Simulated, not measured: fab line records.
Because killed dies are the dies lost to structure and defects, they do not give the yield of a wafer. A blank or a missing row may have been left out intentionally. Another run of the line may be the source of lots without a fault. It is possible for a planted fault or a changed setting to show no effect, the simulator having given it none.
fab line records    flow n5-finfet
[record] lots = 5  wafers = 12  last-day = 19
route steps=1938 shown MOL_CONTACT_COAG@625 BEOL_M0_SAQP@632 BEOL_M4@1111 PASSIVATION@1936
lots that met no fault: taken from a fault-free run of the same line
start-h: hours from the record's opening day to when the first of the lot's shown wafers began    wait-h: hours from the lot's prior step to this one    " as in the row above    L1.1+2: one row covering several wafers at once    - no value, or no start given    * or withheld: withheld    < > ~ a bound
route shown NAME@n: NAME is a module with steps in the file, n the number in the route of the first one    usual: mean/standard deviation taken from wafers without a fault    same: alike in all rows    chamber/n: place in a boat    sites: readings site by site    _std_site: the standard deviation of these    _edge_site: the outer-site mean with the inner-site mean subtracted    radius-mm: how far each site lies from the wafer's centre    mask NAME#n: copy n    behind: the most recent tool/chamber to have shaped the wafer    hold: why the lot was held/for how many hours/how that ended    device: which transistor (n, p or np) failed to switch    end of line: tests of these same wafers at the route's end    a step with no rows: only its recipe    killed: at the first sort, the dies lost to defects and structure; wafer yield is something else    map: shows each die of a wafer: x if killed, . if not, _ if none is there
set.NAME: the setting as run; set.NAME@STEP: as run at that earlier step    model.NAME: the simulator's own value behind a step, which no gauge read
certain route steps with their lots: each step a table, each wafer a row
services: when a tool's chamber went out of use (start-h, in hours from the record's first day, below 0 if earlier), for how many hours, and the reason
[[steps]]
[step N5_MOL_CONTACT_COAG_PRECLEAN_127]
[recipe] chemistry = DIW  time-s = 57.5  temp-c = 23
[step N5_MOL_CONTACT_COAG_SRD_128]
[recipe] dry-time-s = 32  dry = n2-spin  spin-rpm = 1500
[step N5_MOL_CONTACT_COAG_CMP_52]
[recipe] stop-on = SiO2  t-overpolish-s = 1.5  post-cmp-clean = w-dilute-nh4oh  down-force-psi = 4  platen-rpm = 50.289  pad-velocity-m-s = 1.0006  target-thk-nm = 66.5
[step N5_MOL_CONTACT_COAG_ANNEAL_112]
[recipe] temp-c = 400  time-s = 1800  ambient = HPD2  pressure-atm = 10
[step N5_BEOL_M0_SAQP_PECVD_00]
[recipe] material = SiCN  target-thk-a = 80  temp-c = withheld  precursor = 3MS/NH3  pressure-torr = 3  rf-w = 202  time-s = 14
[step N5_BEOL_M0_SAQP_ILD_DEP_01]
[recipe] material = SiOC  target-thk-a = 454.19  temp-c = 350  precursor = DEMS/O2  pressure-torr = 5  rf-w = 500  time-s = 8.7
[step N5_BEOL_M0_SAQP_HM_DEP_02]
[recipe] material = TiN  target-thk-a = 120  temp-c = 25  chamber-pressure-pa = 0.49996
[step N5_BEOL_M0_SAQP_PECVD_03]
[recipe] material = SiCN  target-thk-a = 120  temp-c = withheld  precursor = 3MS/NH3  pressure-torr = 3  rf-w = 202  time-s = 21.1
[step N5_BEOL_M0_SAQP_PECVD_96]
[recipe] material = a-Si  target-thk-a = 450  temp-c = 350  precursor = SiH4/He  pressure-torr = 3  rf-w = 100  time-s = 45.2
[step N5_BEOL_M0_SAQP_PECVD_97]
[recipe] material = SiNx  target-thk-a = 230  temp-c = 350  precursor = SiH4/NH3/N2  pressure-torr = 1.5  rf-w = 300  time-s = 19.9
[usual] chamber-pressure-Torr = 1.500/0.0033  heater-power-w = 532/75  showerhead-plenum-p-Torr = 5.12/0.095  throttle-valve-pct = 39.2/1.5
lot.wafer  tool      chamber  start-h  wait-h  chamber-pressure-Torr  heater-power-w  showerhead-plenum-p-Torr  throttle-valve-pct  model.SiNx_of_BEOL_M0_SAQP_PECVD_97.thk-nm
L710.1     pecvd-01  2        155.29   0.0     1.500                  468             5.07                      38.6                22.8
L710.3     "         2        "        "       1.507                  470             5.06                      38.5                23.2
L710.6     "         2        "        "       1.499                  474             5.06                      38.6                23
L712.2     pecvd-01  2        168.90   0.0     1.504                  489             5.08                      38.8                25
L712.3     "         0        "        "       1.499                  547             5.26                      35.9                24.6
L715.2     pecvd-01  0        184.71   0.0     1.496                  599             5.27                      35.9                24.6
L715.3     "         1        "        "       1.502                  500             5.09                      40.6                25
L719.3     pecvd-01  1        210.23   0.0     1.496                  506             5.10                      40.6                25
L719.6     "         0        "        "       1.498                  615             5.26                      35.9                23
L725.2     pecvd-04  2        249.22   0.0     1.499                  469             5.22                      38.4                22.6
L725.4     "         2        "        "       1.502                  465             5.22                      38.5                23
L725.6     "         1        "        "       1.499                  517             5.10                      40.8                23
[step N5_BEOL_M0_SAQP_PECVD_04]
[recipe] material = a-Si  target-thk-a = 600  temp-c = 350  precursor = SiH4/He  pressure-torr = 3  rf-w = 100  time-s = 60.2
[step N5_BEOL_M0_SAQP_HM_DEP_111]
[recipe] material = SiO2  target-thk-a = 120  temp-c = 400  precursor = SiH4/N2O  pressure-torr = 0.75  rf-w = 275  time-s = 7.2
[step N5_BEOL_M0_SAQP_COAT_81]
[recipe] resist = SOC  temp-c = 250  time-s = 60  spin-rpm = 1500  resist-thk-nm = 100
[step N5_BEOL_M0_SAQP_COAT_82]
[recipe] resist = SiARC  temp-c = 220  time-s = 60  spin-rpm = 1500  resist-thk-nm = 30
[step N5_BEOL_M0_SAQP_COAT_08]
[recipe] resist = CAR-ArF  spin-rpm = 1500  resist-thk-nm = 90
[step N5_BEOL_M0_SAQP_EBR_10]
[recipe] solvent = PGMEA  ebr-width-mm = 1.5
[step N5_BEOL_M0_SAQP_SOFTBAKE_09]
[recipe] temp-c = 110  time-s = 60  resist = CAR-ArF
[step N5_BEOL_M0_SAQP_EXPOSE_11]
[recipe] mask-id = M0_CORE  na = 1.35  source-shape = dipole  sigma-inner = 0.538  sigma-outer = 0.738  polarization = te  target-cd-nm = 42  dose-mj = 55
[step N5_BEOL_M0_SAQP_PEB_12]
[recipe] peb-temp-c = withheld  peb-time-s = 60  resist = CAR-ArF
[step N5_BEOL_M0_SAQP_DEVELOP_13]
[recipe] develop-time-s = 30  developer = TMAH  resist = CAR-ArF  dev-temp-c = 23  rinse-liquid = diw  dry = air-spin
[step N5_BEOL_M0_SAQP_DESCUM_19]
[recipe] chemistry = O2  time-s = 7.9  source-power-w = 50  bias-power-w = 20  pressure-mtorr = 20  rf-frequency-hz = 2.712e+07  temp-c = 40  resist = CAR-ArF  o2-flow-sccm = 225
[step N5_BEOL_M0_SAQP_ETCH_83]
[recipe] chemistry = CF4  target = SiARC  target-depth-a = 390  mask-material = CAR-ArF  time-s = 65  ion-energy-ev = 80  pressure-mtorr = 40  source-w = 545  bias-w = 36  Ar_flow_sccm = 100  cf4-flow-sccm = 100  ends = cleared
[step N5_BEOL_M0_SAQP_ETCH_84]
[recipe] chemistry = N2/H2  target = SOC  target-depth-a = 1000  overetch-a = 200  mask-material = SiARC  temp-c = 40  time-s = 150  ion-energy-ev = 200  pressure-mtorr = 30  source-w = 840  bias-w = 150  n2-flow-sccm = 200  h2-flow-sccm = 200
[step N5_BEOL_M0_SAQP_STRIP_80]
[recipe] chemistry = N2/H2  temp-c = 40  n2-flow-sccm = 200  h2-flow-sccm = 200  rf-frequency-hz = 6e+07
[step N5_BEOL_M0_SAQP_HM_OPEN_112]
[recipe] chemistry = CHF3/O2  target = SiO2  stop-on = a-Si  target-depth-a = 120  over-etch-frac = 1.25  mask-material = SOC  time-s = 13.5  pressure-mtorr = 30  source-w = 650  bias-w = 170  Ar_flow_sccm = 200  CHF3_flow_sccm = 50  O2_flow_sccm = 5  ion-energy-ev = 200  ends = end-point
[step N5_BEOL_M0_SAQP_STRIP_113]
[recipe] chemistry = CHF3/O2  resist = SiARC  rf-frequency-hz = 6e+07
[step N5_BEOL_M0_SAQP_MANDREL_ETCH_20]
[recipe] target-depth-a = 600  chemistry = HBr/Cl2  target = a-Si  stop-on = SiNx  bt-time-s = 10  mask-material = SOC  over-etch-frac = 0.5  time-s = 30  pressure-mtorr = 10  icp-w = 800  bias-w = 75  HBr_flow_sccm = 150  Cl2_flow_sccm = 80  ends = end-point
[step N5_BEOL_M0_SAQP_STRIP_86]
[recipe] chemistry = N2/H2  power-w = 500  temp-c = 40  pressure-mtorr = 50  rf-frequency-hz = 6e+07  overash-fraction = 0.3  bias-power-w = 28  h2-frac = 0.5  n2-flow-sccm = 300  h2-flow-sccm = 300
[step N5_BEOL_M0_SAQP_STRIP_115]
[recipe] chemistry = post-etch-residue-remover  time-s = 60  temp-c = 25  remover-ph = withheld  remover-water-wt-pct = withheld  remover-fluoride-wt-pct = withheld
[step N5_BEOL_M0_SAQP_SRD_93]
[recipe] dry = ipa-marangoni  time-s = 30  temp-c = 23  rinse-liquid = diw
[step N5_BEOL_M0_SAQP_RECESS_114]
[recipe] chemistry = HF/NH3  target = SiO2  target-depth-a = 144  afs-cycles = 3  temp-c = 30  sublimation-temp-c = 180  sublimation-time-s = 60
[step N5_BEOL_M0_SAQP_SPACER1_ALD_98]
[recipe] material = SiO2  target-thk-a = 128  temp-c = 300  ald-precursor-family = BDEAS  ald-co-reactant = O2-plasma  pulse-time-s = 1  purge-time-s = 2  co-reactant-purge-time-s = 2  ald-cycles = 138  pressure-torr = 2
[step N5_BEOL_M0_SAQP_SPACER1_ETCHBACK_99]
[recipe] chemistry = CHF3/O2  mode = anisotropic-etchback  target = SiO2  target-depth-a = 154  time-s = 7.7  pressure-mtorr = 30  source-w = 650  bias-w = 170  Ar_flow_sccm = 200  CHF3_flow_sccm = 50  O2_flow_sccm = 5  ion-energy-ev = 200
[step N5_BEOL_M0_SAQP_MANDREL1_REMOVE_100]
[recipe] chemistry = HBr/Cl2/O2  bt-time-s = 10  target = a-Si  stop-on = SiNx  endpoint = OES-SiCl  over-etch-frac = 0.85  icp-w = 600  bias-w = 30  HBr_flow_sccm = 150  Cl2_flow_sccm = 80  O2_flow_sccm = 5  pressure-mtorr = 10
[step N5_BEOL_M0_SAQP_ETCH_106]
[recipe] chemistry = N2/H2  target = SOC  target-depth-a = 1500  stop-on = SiNx  ion-energy-ev = 100  bias-w = 61  pressure-mtorr = 30  source-w = 850  n2-flow-sccm = 200  h2-flow-sccm = 200
[usual] drypump-motor-current-A = 5.6/0.46  oes-product-au = 0.75/0.066  rf-vpp-V = 240.8/1.2  showerhead-plenum-p-Torr = 2.55/0.07  throttle-valve-pct = 17.84/0.28
lot.wafer  tool         chamber  start-h  wait-h  drypump-motor-current-A  oes-product-au  rf-hours-counter-h  rf-vpp-V  showerhead-plenum-p-Torr  throttle-valve-pct  model.SiNx_of_BEOL_M0_SAQP_PECVD_97.thk-nm
L710.1     rie-diel-05  3        158.64   -       5.1                      0.69            235                 240.6     2.49                      18.09               15
L710.3     "            1        "        "       5.6                      0.72            206                 241.4     2.63                      17.74               15.4
L710.6     "            2        "        "       6.2                      0.84            -                   242.0     2.61                      17.57               15.4
L712.2     rie-diel-06  2        171.85   -       5.7                      0.75            173                 241.3     2.64                      17.93               17.4
L712.3     "            0        "        "       5.1                      0.79            107                 240.2     2.46                      18.06               16.6
L715.2     rie-diel-05  2        188.26   -       6.2                      0.83            62                  241.1     2.60                      17.59               16.6
L715.3     "            0        "        "       5.3                      0.83            85                  239.5     2.45                      17.24               17.2
L719.3     rie-diel-05  3        213.45   -       5.1                      0.66            249                 240.3     2.49                      18.10               17.4
L719.6     "            0        "        "       5.3                      0.82            -                   239.5     2.45                      17.28               15.4
L725.2     rie-diel-06  2        252.91   -       5.6                      0.72            194                 243.2     2.63                      17.96               14.6
L725.4     "            1        "        "       6.5                      0.67            244                 240.1     2.52                      18.08               15.4
L725.6     "            0        "        "       5.2                      0.77            -                   238.6     2.45                      18.10               15.4
[step N5_BEOL_M4_RC_MEAS_101]
[usual] DIBL_N = 36.5/1.9  DIBL_P = 36.4/2.2  IOFF_N = 0.17/0.034  IOFF_P = 0.21/0.036  ION_N = 678/12  ION_P = 462/7.1  SS_N = 71.7/0.61  SS_P = 73.4/0.71  VT_N = 249/3.5  VT_P = -251/3
lot.wafer  tool       chamber  start-h  wait-h  DIBL_N[mV/V]  DIBL_P[mV/V]  IOFF_N[nA/um]  IOFF_P[nA/um]  ION_N[uA/um]  ION_P[uA/um]  SS_N[mV/dec]  SS_P[mV/dec]  VT_N[mV]  VT_P[mV]
L710.1     prober-01  0        237.44   0.0     37.4          35.8          0.16           0.19           671           462           71.6          73.3          250       -253
L710.3     "          0        "        "       36.8          35.2          0.15           0.19           664           464           71.7          72.9          251       -252
L710.6     "          0        "        "       37.6          36.0          0.16           0.20           678           465           71.8          73.2          247       -255
L712.2     prober-02  0        254.60   0.2     34.6          35.4          0.13           0.18           665           462           71.8          73.7          253       -250
L712.3     "          0        "        "       36.2          37.8          0.16           0.24           678           467           71.8          73.6          247       -246
L715.2     prober-01  0        289.64   0.2     39.4          39.8          0.20           0.22           678           455           72.7          74.0          248       -254
L715.3     "          0        "        "       39.5          40.4          0.22           0.25           705           469           71.9          74.3          245       -252
L719.3     prober-01  0        300.15   0.3     37.2          38.2          0.18           0.23           694           471           71.7          73.5          244       -248
L719.6     "          0        "        "       36.2          36.8          0.16           0.20           684           464           71.4          73.7          251       -250
L725.2     prober-01  0        347.86   0.2     34.2          32.5          0.13           0.18           671           463           71.7          73.3          252       -253
L725.4     "          0        "        "       35.5          34.0          0.16           0.20           673           467           70.7          74.2          249       -252
L725.6     "          0        "        "       35.3          33.4          0.15           0.18           683           462           71.6          73.3          251       -252
[step N5_PASSIVATION_PROBE_49]
[usual] defect-limited-yield = 91.0/1.5  killed_at_M0_to_M3 = 35/11  killed_at_M4_up = 13/5  killed-at-contacts = 12/5.9  killed-at-front-end = 42/13  killed-at-other = 3/3.2  killed-dies = 106/18  killed-open = 69/13  killed-short = 35/8.9  sort_bin_5_function = 5.2/0.95  sort_bin_6_memory = 3.3/0.71  sort-n-pass = 1074/18  sort-yield-pct = 91.0/1.5
[same] gross-dies = 1180  killed-at-back-side = 0  sort_bin_4_leakage[%] = 0  sort_bin_8_speed[%] = 0
lot.wafer  tool       chamber  start-h  wait-h  defect-limited-yield[%]  killed_at_M0_to_M3  killed_at_M4_up  killed-at-contacts  killed-at-front-end  killed-at-other  killed-dies  killed-open  killed-short  sort_bin_5_function[%]  sort_bin_6_memory[%]  sort-n-pass  sort-yield-pct[%]
L719.6     prober-02  -        414.34   0.3     90.8                     31                  10               10                  55                   3                109          68           28            4.7                     3.6                   1071         90.8
// killed by level:class
L719.6 FIN_SAQP:geometric-particle:open=12 HKMG_FIN:area-etch=11 BEOL_M3:geometric-particle:open=10 STI_FIN_REVEAL:geometric-particle:open=8 MOL_CONTACT_COAG:geometric-particle:open=8 BEOL_M0_SAQP:geometric-particle:open=6 BEOL_M2:geometric-particle:open=6 BEOL_M4:geometric-particle:open=6
[[services]]
tool         chamber  start-h  hours  kind
pecvd-01     0        148.47   5.5    scheduled-down
rie-diel-05  3        225.33   -      clean
rie-diel-05  3        225.33   -      consumable-replace:focus-ring
rie-diel-05  3        225.33   13.3   scheduled-down
rie-diel-05  3        225.33   13.3   vent-cycle
pecvd-04     0        245.24   6.4    repair
[[key]]
first-sign none at tools or gauges
[model-effect] step = N5_BEOL_M0_SAQP_PECVD_97  value = SiNx_of_BEOL_M0_SAQP_PECVD_97.thk-nm  without = 22.88  struck = 24.84
[model-effect] step = N5_BEOL_M0_SAQP_ETCH_106  value = SiNx_of_BEOL_M0_SAQP_PECVD_97.thk-nm  without = 15.16  struck = 17.04
met-at N5_BEOL_M0_SAQP_PECVD_97
struck-wafers L712.2,L712.3,L715.2,L715.3,L719.3
[baseline-loss] step = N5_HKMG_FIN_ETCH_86  wafers = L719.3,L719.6
onset-between 155.29 168.90
[fault] kind = process-parameter-drift  tool = pecvd-01  chamber = -  onset-h = 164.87  steps = N5_BEOL_M0_SAQP_PECVD_97  channel = time-s  offset = *  shape = step  end-h = 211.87  scope = struck-wafers-only  acts-in = *  stated = *
// baseline-loss: these wafers lose ten dies or more at that step, a loss of the line's own and not of a fault; the sort's usual values leave them out
